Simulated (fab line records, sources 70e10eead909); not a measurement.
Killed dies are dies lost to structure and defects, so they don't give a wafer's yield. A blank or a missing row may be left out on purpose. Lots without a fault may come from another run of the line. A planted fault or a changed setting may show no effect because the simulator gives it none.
Chamber matching | flow nand_harc | NHARC_A_STAIRCASE_TRIM_16 on rie_diel-04: 4 sister chambers
The step chemistry O2, time 211.2 s. 14 wafers are shown with their chamber, then 6 later ones without.

WAFERS WITH THEIR CHAMBER
wafer  | chamber | drypump_motor_current_A (A) | showerhead_plenum_p_Torr (Torr) | run_length_s (s)
L492.1 | 2       | 5.7                         | 3.60                            | 233.4
L492.2 | 0       | 5.2                         | 3.59                            | 231.6
L492.4 | 1       | 5.3                         | 3.74                            | 232.3
L494.1 | 2       | 5.7                         | 3.59                            | 233.2
L494.3 | 0       | 5.2                         | 3.59                            | 232.4
L494.5 | 3       | 6.4                         | 3.45                            | 232.3
L498.1 | 1       | 5.3                         | 3.73                            | 232.1
L498.4 | 0       | 5.2                         | 3.58                            | 231.7
L498.5 | 1       | 5.3                         | 3.73                            | 231.9
L497.4 | 2       | 5.7                         | 3.59                            | 233.4
L497.5 | 2       | 5.7                         | 3.59                            | 233.1
L502.1 | 2       | 5.7                         | 3.58                            | 233.1
L502.3 | 0       | 5.3                         | 3.58                            | 231.6
L502.4 | 3       | 6.4                         | 3.44                            | 232.2

SIGNATURES (means of the wafers above)
reading                  | chamber 0 | chamber 1 | chamber 2 | chamber 3 | scatter within a chamber
drypump_motor_current_A  | 5.225     | 5.300     | 5.700     | 6.400     | 0.0274
showerhead_plenum_p_Torr | 3.5850    | 3.7333    | 3.5900    | 3.4450    | 0.00645
run_length_s             | 231.825   | 232.100   | 233.240   | 232.250   | 0.25
Rule: a wafer's distance from a chamber is the root of the sum, over the readings, of the square of ((its reading less the chamber's mean) divided by the reading's scatter). The wafer belongs to the nearest chamber; if the next one is less than 2 further off, it can't be placed. The scatter: the root of (the sum of the squares of (reading less its chamber's mean) over the shown wafers, divided by (wafers less chambers)).

WAFERS WITHOUT THEIR CHAMBER
wafer  | drypump_motor_current_A (A) | showerhead_plenum_p_Torr (Torr) | run_length_s (s)
L500.1 | 5.3                         | 3.58                            | 231.6
L500.2 | 5.3                         | 3.72                            | 231.7
L500.4 | 5.6                         | 3.58                            | 233.5
L509.4 | 6.5                         | 3.42                            | 232.7
L510.3 | 6.5                         | 3.42                            | 232.9
L510.4 | 5.2                         | 3.56                            | 231.7

WHICH CHAMBER EACH WENT THROUGH
wafer  | from the rows above | in truth
L500.1 | 0                   | 0
L500.2 | 1                   | 1
L500.4 | 2                   | 2
L509.4 | 3                   | 3
L510.3 | 3                   | 3
L510.4 | 0                   | 0
Placed correctly: 6 of 6. Can't be placed from these rows: 0. Placed wrongly: 0.
